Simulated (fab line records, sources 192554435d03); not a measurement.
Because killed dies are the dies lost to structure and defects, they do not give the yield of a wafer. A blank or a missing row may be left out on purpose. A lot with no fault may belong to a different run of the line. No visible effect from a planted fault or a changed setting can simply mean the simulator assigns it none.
Split-lot trial + flow n5_finfet + 7 lots, 21 wafers read, on a route of 1938 steps

## THE SPLIT ITSELF
At N5_PASSIVATION_SPUTTER_20 (material TaN, target thk 50 nm), the setting target_thk_a was moved away from the recipe's 500 angstrom on 11 of the 21 wafers read, by -13.4% to +5.2%. For the rest of the wafers, this setting stayed at what the recipe calls for.

The reading comes from the split's own step.

## THE READING
TaN_of_PASSIVATION_SPUTTER_20.thk_nm (the simulator's own value, which no gauge read), in nm, at N5_PASSIVATION_SPUTTER_20 (material TaN, target thk 50 nm). The file does not state a usual value for it. The 10 wafers here that ran the recipe average 49.7 nm, standard deviation 0.74 nm.

| wafer  | tool, chamber at the split | target_thk_a as run, angstrom | against the recipe | TaN_of_PASSIVATION_SPUTTER_20.thk_nm, nm | against lot-mates on the recipe |
|--------|----------------------------|-------------------------------|--------------------|------------------------------------------|---------------------------------|
| L079.3 | pvd_sputter-02, -          | 500                           | recipe             | 49.6                                     | -                               |
| L079.5 | pvd_sputter-02, -          | 500                           | recipe             | 49.8                                     | -                               |
| L079.6 | pvd_sputter-02, -          | 500                           | recipe             | 49.8                                     | -                               |
| L080.1 | pvd_sputter-03, -          | 500                           | recipe             | 51                                       | -                               |
| L080.5 | pvd_sputter-03, -          | 500                           | recipe             | 49.4                                     | -                               |
| L080.6 | pvd_sputter-03, -          | 500                           | recipe             | 50.6                                     | -                               |
| L086.1 | pvd_sputter-01, -          | 525.9                         | +5.2%              | 51.4                                     | +2.4                            |
| L086.2 | pvd_sputter-01, -          | 525.9                         | +5.2%              | 51.4                                     | +2.4                            |
| L086.3 | pvd_sputter-01, -          | 500                           | recipe             | 49                                       | -                               |
| L087.1 | pvd_sputter-02, -          | 500                           | recipe             | 49.4                                     | -                               |
| L087.4 | pvd_sputter-02, -          | 457.8                         | -8.4%              | 45.4                                     | -4.0                            |
| L087.5 | pvd_sputter-02, -          | 457.8                         | -8.4%              | 45                                       | -4.4                            |
| L088.1 | pvd_sputter-01, -          | 432.9                         | -13.4%             | 41.8                                     | -6.4                            |
| L088.3 | pvd_sputter-01, -          | 432.9                         | -13.4%             | 42.2                                     | -6.0                            |
| L088.6 | pvd_sputter-01, -          | 500                           | recipe             | 48.2                                     | -                               |
| L089.2 | pvd_sputter-02, -          | 455.8                         | -8.8%              | 45                                       | -5.0                            |
| L089.4 | pvd_sputter-02, -          | 500                           | recipe             | 50                                       | -                               |
| L089.6 | pvd_sputter-02, -          | 455.8                         | -8.8%              | 45.6                                     | -4.4                            |
| L093.4 | pvd_sputter-03, -          | 457.5                         | -8.5%              | 47.4                                     | no lot-mate on the recipe       |
| L093.5 | pvd_sputter-03, -          | 457.5                         | -8.5%              | 46                                       | no lot-mate on the recipe       |
| L093.6 | pvd_sputter-03, -          | 457.5                         | -8.5%              | 46.6                                     | no lot-mate on the recipe       |

THE FIT
A straight line over all 21 wafers: TaN_of_PASSIVATION_SPUTTER_20.thk_nm changes by +0.481 nm for each +1% of target_thk_a; r = +0.95; the points scatter about the line by 0.88 nm.
The same after taking each lot's own level away (the mean of its wafers on the recipe; 18 wafers): +0.481 nm for each +1%; r = +0.99; scatter 0.38 nm.
According to that fit, moving target_thk_a by its largest amount changes the reading by 6.5 nm.
The span of the lots' own levels, 48.20 to 50.33 nm, comes to 2.9 times the standard deviation stated above.
The two slopes agree, so the slope changes little with the lot-to-lot level.
Check: with one of the wafers moved furthest among these (-13.4%) left out of the fit, the line predicts -6.54 nm for it against its lot-mates. It came out at -6.4 nm against them.

## FURTHER SPLITS ON THESE WAFERS
Other splits were also applied to these wafers ahead of the reading. Each is held against what the fit with the lots' levels taken away leaves over:
| other split on the same wafers | wafers away from the commonest value | r with TaN_of_PASSIVATION_SPUTTER_20.thk_nm (lot level and that fit taken away) |
|--------------------------------|--------------------------------------|---------------------------------------------------------------------------------|
| N5_BEOL_M10_DESCUM_16 time_s   | 8                                    | +0.15                                                                           |
| N5_BEOL_M11_PECVD_70 temp_c    | 8                                    | -0.20                                                                           |
| N5_BEOL_M13_COAT_22 spin_rpm   | 4                                    | -0.18                                                                           |
| N5_BEOL_M13_EXPOSE_25 dose_mj  | 14                                   | +0.06                                                                           |
| N5_BEOL_M14_ETCH_68 time_s     | 5                                    | -0.06                                                                           |
| N5_BEOL_M14_SPUTTER_43 power_w | 5                                    | +0.00                                                                           |
| N5_BEOL_M15_ETCH_61 time_s     | 8                                    | -0.08                                                                           |
| N5_BEOL_M15_SPUTTER_44 time_s  | 5                                    | -0.17                                                                           |
| N5_MIM_TOP_SPUTTER_03 time_s   | 7                                    | -0.34                                                                           |

## THE FILE'S OWN FIT
TaN_of_PASSIVATION_SPUTTER_20.thk_nm changes by +0.485 nm for each +1% of target_thk_a, r = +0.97.
